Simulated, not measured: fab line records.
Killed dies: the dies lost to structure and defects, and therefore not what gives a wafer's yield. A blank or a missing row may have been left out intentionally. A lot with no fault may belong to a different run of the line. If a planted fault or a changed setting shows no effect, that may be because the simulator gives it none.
Code-filled problem report in 8D (eight disciplines) form -- flow n5-finfet -- the parts of the form that need people (team, actions taken, sign-off) are left out

== 1. PROBLEM STATEMENT ==
Mean of susceptor-temp-C at N5_BEOL_M13_ILD_DEP_00: 361.24 C across 6 wafers in 2 lots; on wafers with no fault it is 350.02 C (standard deviation 0.21). That is +53 standard deviations from the usual mean.
The step: deposits SiOC from DEMS/O2, target thk 837.92 nm, time 166.4 s.
Earliest sighting: wafer L631.1 on pecvd-03 at day 12 10:53. The record holds 12 wafers of 4 lots with a number at this step. Rule for "out" (also "out of limits"): further than 4 standard deviations from the usual mean. The rest of the wafers with a number are treated as sound.

== 2. WHAT IT IS, AND WHAT IT ISN'T ==
question,is,is not
which readings at this step,susceptor-temp-C,"showerhead-plenum-p-Torr, throttle-valve-pct"
which lots,"L631, L633","L628, L645"
which wafers of those lots,all that have a number,-
read on which tools,pecvd-03,pecvd-02
when,from day 12 10:53,up to then (3 sound wafers); but 3 sound wafers of L645 came after

== 3. SUSPECTS, AND WHAT RULES EACH OUT ==
Counting: any tool at a process step up to the reading is kept as a suspect provided that every lot that is out went through it and no sound lot did after the first of them.
- pecvd-03 at N5_BEOL_M13_ILD_DEP_00 (deposits SiOC from DEMS/O2, target thk 837.92 nm, time 166.4 s): kept. It processed each lot that is out, first L631 at day 12 10:53, and no sound lot thereafter; up to then, the last sound lot it processed was L628 at day 11 10:50. Its own susceptor-temp-C readings are out on those wafers.
The count leaves pecvd-03 at N5_BEOL_M13_ILD_DEP_00.

== 4. THE CAUSE (what the simulator had put in) ==
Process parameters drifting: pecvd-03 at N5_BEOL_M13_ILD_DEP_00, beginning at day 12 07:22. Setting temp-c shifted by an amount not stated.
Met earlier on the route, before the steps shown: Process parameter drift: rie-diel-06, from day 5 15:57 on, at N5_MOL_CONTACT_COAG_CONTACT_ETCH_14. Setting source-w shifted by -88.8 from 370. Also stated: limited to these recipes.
Only this tool survived the counting.

== 5. SEQUENCE OF EFFECTS, ordered by route ==
Each row: a reading where the mean over the struck wafers with a number is more than 3 standard deviations away from the usual. Only readings whose record carries a usual standard deviation are examined. hours: median over the lots of the time between each lot's start at the first step of this table that gives one and its start at this step. sigmas: the change, counted in usual standard deviations.
hours,step,reading,usual,on struck wafers,change,sigmas
0,N5_BEOL_M13_ILD_DEP_00,susceptor-temp-C,350.02 C,361.24,+11.22,+53
Its process steps:
- N5_BEOL_M13_ILD_DEP_00: deposits SiOC from DEMS/O2, target thk 837.92 nm, time 166.4 s.
At these later measuring or inspecting steps, every struck wafer for which the step has a row has a number for every such reading, and none has moved that far: N5_BEOL_M13_THK_MEAS_01.

== 6. WHAT WOULD HAVE CAUGHT IT SOONER ==
In this record no reading fell out of limits until day 12 10:53, 4 hours after the fault had begun at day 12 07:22.
